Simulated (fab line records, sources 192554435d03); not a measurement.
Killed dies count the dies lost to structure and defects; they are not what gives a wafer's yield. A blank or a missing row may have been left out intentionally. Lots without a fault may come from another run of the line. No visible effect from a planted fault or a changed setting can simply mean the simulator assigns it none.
Chamber matching ; flow n5Finfet ; rieDiel-02 running N5_BEOL_M10_ETCH_62: 4 sister chambers
The step etches SOC in N2/H2, target depth 110 nm, overetch 22 nm, time 165 s. 4 wafers are shown with their chamber, then 10 later ones without.

== EACH WAFER AND ITS CHAMBER ==
wafer;chamber;showerheadPlenumPTorr (Torr)
L081.4;1;2.61
L089.4;0;2.45
L089.6;3;2.54
L088.5;2;2.67

== WAFERS WITH NO CHAMBER GIVEN ==
wafer;showerheadPlenumPTorr (Torr)
L088.6;2.60
L090.2;2.67
L090.4;2.60
L090.5;2.60
L094.1;2.54
L094.4;2.44
L094.5;2.54
L092.4;2.44
L092.5;2.60
L092.6;2.67

== THE CHAMBER EACH PASSED THROUGH ==
wafer;from the rows above;in truth
L088.6;1;1
L090.2;2;2
L090.4;1;1
L090.5;1;1
L094.1;3;3
L094.4;0;0
L094.5;3;3
L092.4;0;0
L092.5;1;1
L092.6;2;2
Correctly placed: 10 of 10. Left unplaced by these rows: 0. Number placed wrongly: 0.
How it was worked out, from the rows above alone: a wafer's distance from a chamber is the root of the sum, over the readings, of the square of ((its reading less the chamber's mean) divided by the reading's scatter). If the next closest chamber is less than 2 further off than the closest, the wafer can't be placed; otherwise it belongs to the closest. Each chamber's mean is taken over the wafers shown for it. The scatter: with one shown wafer a chamber, the root of the mean of the squares of how far each hidden wafer lies from its nearest shown one.
